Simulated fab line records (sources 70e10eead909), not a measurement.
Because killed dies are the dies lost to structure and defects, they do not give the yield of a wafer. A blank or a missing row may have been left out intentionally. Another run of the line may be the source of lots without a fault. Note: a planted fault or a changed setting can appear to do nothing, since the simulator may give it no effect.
Which of the tools did it? + flow nand_harc + 6 lots with 18 wafers sampled at 2 steps, on a route of 1159 steps

## WHAT EACH GAUGE READ, for each wafer
NHARC_A_BLC_INSPECT_12.
| lot  | measured     | on                | raw_defect_count |
|------|--------------|-------------------|------------------|
| L382 | day 17 08:34 | defect_inspect-01 | 14 18 25         |
| L386 | day 18 06:53 | defect_inspect-02 | 50 50 53         |
| L389 | day 19 11:05 | defect_inspect-02 | 31 51 54         |
| L396 | day 21 18:51 | defect_inspect-01 | 29 25 43         |
| L401 | day 21 23:52 | defect_inspect-02 | 15 18 16         |
| L403 | day 22 15:54 | defect_inspect-01 | 70 52 57         |

## EACH LOT AND THE TOOL THAT RAN IT (in order: tool; ch and the chambers of the sampled wafers; start)
| lot  | NHARC_A_CONTACT_ETCH_92            |
|------|------------------------------------|
| L382 | rie_diel-04 ch 1,2, day 16 23:16   |
| L386 | rie_diel-03 ch 1,3, day 18 01:56   |
| L389 | rie_diel-04 ch 1,2,3, day 19 05:27 |
| L396 | rie_diel-03 ch 1,2,3, day 21 12:28 |
| L401 | rie_diel-03 ch 2,3, day 21 18:39   |
| L403 | rie_diel-03 ch 0,3, day 22 10:44   |
- NHARC_A_CONTACT_ETCH_92: etches the open film in CH3F/O2, target depth 40 nm, time 85.7 s.

## THE ANSWER, worked out from the rows above alone
Rule: what is usual is taken from the lots themselves. The widest of any qualifying gaps counts: lots, ordered by their means at a reading, are off when they make up no more than a third of the lots, leave a main group of 4 or more, and stand apart from it by 3 or more times the standard deviation of that group's means. Not used: any main group whose means are identical at the precision the tables above print for the reading. Also off: a lot with no number at a reading for which 4 or more lots have one. All remaining lots with rows at the step are treated as sound.
Across all readings shown, no lot is off: no conclusion can be drawn from this.

## WHAT THE SIMULATOR HAD INSERTED
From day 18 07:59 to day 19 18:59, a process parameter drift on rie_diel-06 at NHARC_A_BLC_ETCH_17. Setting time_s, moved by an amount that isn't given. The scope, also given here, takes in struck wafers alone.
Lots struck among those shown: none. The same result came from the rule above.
